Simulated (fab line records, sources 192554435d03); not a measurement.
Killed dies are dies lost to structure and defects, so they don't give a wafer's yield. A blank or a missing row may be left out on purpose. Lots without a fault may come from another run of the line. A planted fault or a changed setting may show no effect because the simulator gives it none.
A struck lot beside a sound one | flow n5_finfet | 33 steps out of a route of 1938
Sound: wafers L466.1, L466.3, L466.5. Struck: wafers L480.1, L480.4, L480.6. The cause comes at the end.
At each step with rows: each side's tool, then ch and its chambers, then its first start. Under that, the readings that differ: sound wafers | struck wafers | difference of the means | sigmas: that difference in standard deviations of wafers without a fault.
alike: readings whose means differ by less than 2 such deviations, and words and numbers that are the same on both sides. not compared: withheld readings, readings that some wafer has no value for, bounds like >300 that may hide the same value, and numbers for which the record gives no deviation and whose values overlap.
The two part at a step that has a row with sigmas, a row that says differs or no value, or rows on one side only. Numbers that don't overlap but have no deviation are shown without sigmas and don't part them. A reading that every wafer of one side lacks parts them only if that side has two wafers or more.

first, 10 steps without rows for these wafers: N5_SD_EPI_P_PRECLEAN_51 (cleans in NF3:NH3, afs cycles 1, time 20 s, sublimation time 60 s); N5_SD_EPI_P_VAPOR_ETCH_44 (etches SiGe30 in NF3/Ar, time 3.3 s); N5_SD_EPI_P_EPI_21 (deposits SiGe:B, time 355 s); N5_SD_EPI_P_HM_STRIP_48 (strips SiNx in H3PO4, material SiNx, target depth 3 nm); N5_SD_EPI_P_SRD_49 (time 30 s); N5_SD_EPI_P_PRECLEAN_24 (cleans in O3/DIW, time 45 s); N5_SD_EPI_P_PRECLEAN_32 (cleans in dHF, time 10 s); N5_SD_EPI_P_PRECLEAN_33 (cleans in SC2, time 45 s); N5_SD_EPI_P_SRD_25 (time 30 s); N5_SD_ACTIVATION_RTA_00 (time 0 s).
N5_SD_ACTIVATION_LSA_01: time 0.0008 s.
  sound on laser_anneal-02 ch 0, day 3 19:10; struck on laser_anneal-02 ch 0, day 7 11:35
  reading          | sound                | struck               | difference | sigmas
  wafer_temp_C_max | 1086.6 1086.0 1087.9 | 1098.4 1098.5 1099.6 | +12.0      | +6
N5_SD_ACTIVATION_RS_MEAS_03: measures by four-point-probe.
  sound on film_metro-01, day 3 19:22; struck on film_metro-02, day 7 11:47
  reading          | sound          | struck         | difference | sigmas
  RS_SD_N (ohm/sq) | 21.9 21.6 22.0 | 20.4 20.0 20.1 | -1.7       | -5
  RS_SD_P (ohm/sq) | 58.1 56.5 57.7 | 55.5 55.3 55.6 | -2.0       | -2
then, 19 steps without rows for these wafers: N5_ILD0_LINER_00 (material SiNx, target thk 4 nm, pulse time 1 s, purge time 2 s); N5_ILD0_FCVD_FILL_01 (material SiO2 flowable, target thk 200 nm, time 328.3 s); N5_ILD0_CURE_02 (time 1800 s); N5_ILD0_CMP_03 (polishes, stops on SiNx, t overpolish 1.9 s, target thk 197.38 nm); N5_ILD0_CMP_07 (polishes SiO2 flowable, stops on poly-Si, t overpolish 1.18 s, target thk 138.88 nm); N5_ILD0_PRECLEAN_10 (cleans in NF3:NH3, afs cycles 5, time 20 s, sublimation time 60 s); N5_ILD0_ALD_15 (deposits SiNx, target thk 24 nm, pulse time 1 s, ald cycles 480); N5_ILD0_CMP_12 (polishes SiNx, stops on poly-Si, t overpolish 6 s, target thk 17.67 nm); N5_SDB_HM_DEP_00 (deposits SiNx from SiH4/NH3/N2, target thk 40 nm, time 35.3 s); N5_SDB_COAT_03 (time 60 s, resist thk 100 nm); N5_SDB_COAT_04 (time 60 s, resist thk 18 nm); N5_SDB_COAT_05 (resist thk 90 nm); N5_SDB_EBR_07; N5_SDB_SOFTBAKE_06 (time 60 s); N5_SDB_EXPOSE_08 (exposes mask SDB); N5_SDB_PEB_09 (peb time 60 s); N5_SDB_DEVELOP_10 (develop time 30 s); N5_SDB_DESCUM_16 (chemistry O2, time 7.9 s); N5_SDB_ETCH_17 (etches SiARC in CF4, target depth 23.4 nm, time 39 s).
-- the record jumps here: 5 days lie between the struck wafers' starts before and after (it left off in module SDB and takes up again in module BEOL_M4, whose first step shown is number 1111 of the route) --
N5_BEOL_M4_RC_MEAS_101:
  sound on prober-02 ch 0, day 8 17:15; struck on prober-01 ch 0, day 11 23:56
  reading             | sound          | struck         | difference | sigmas
  RC_DENSE_N (ohm.um) | 18.7 18.9 18.7 | 17.5 17.3 17.3 | -1.4       | -3
  RC_N (ohm.um)       | 15.3 15.3 15.3 | 14.2 14.2 14.2 | -1.1       | -3
  RS_SD_N (ohm/sq)    | 28.4 28.1 28.4 | 26.3 26.3 26.5 | -1.9       | -4
  alike: DIBL_N, DIBL_P, IOFF_N, IOFF_P, ION_N, ION_P, SS_N, SS_P, VT_N, VT_P
-- the record jumps here: 4 days lie between the struck wafers' starts before and after (it left off in module BEOL_M4 and takes up again in module PASSIVATION, whose first step shown is number 1936 of the route) --
N5_PASSIVATION_PROBE_49:
  sound on prober-01, day 12 16:25; struck on prober-01, day 16 00:55
  alike: defect_limited_yield, killed_at_M0_to_M3, killed_at_M4_up, killed_at_contacts, killed_at_front_end, killed_at_other, killed_dies, killed_on_rim, killed_open, killed_short, sort_bin_5_function, sort_bin_6_memory, sort_bin_8_speed, sort_n_pass

WHERE THEY PART
First at N5_SD_ACTIVATION_LSA_01; last, within this record, at N5_BEOL_M4_RC_MEAS_101. Later steps at which nothing parts them and some readings are alike: N5_PASSIVATION_PROBE_49.

WHY: what the simulator had put in
Process parameter drift: laser_anneal-02, from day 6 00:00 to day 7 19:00, at N5_SD_ACTIVATION_LSA_01. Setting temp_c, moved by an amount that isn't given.
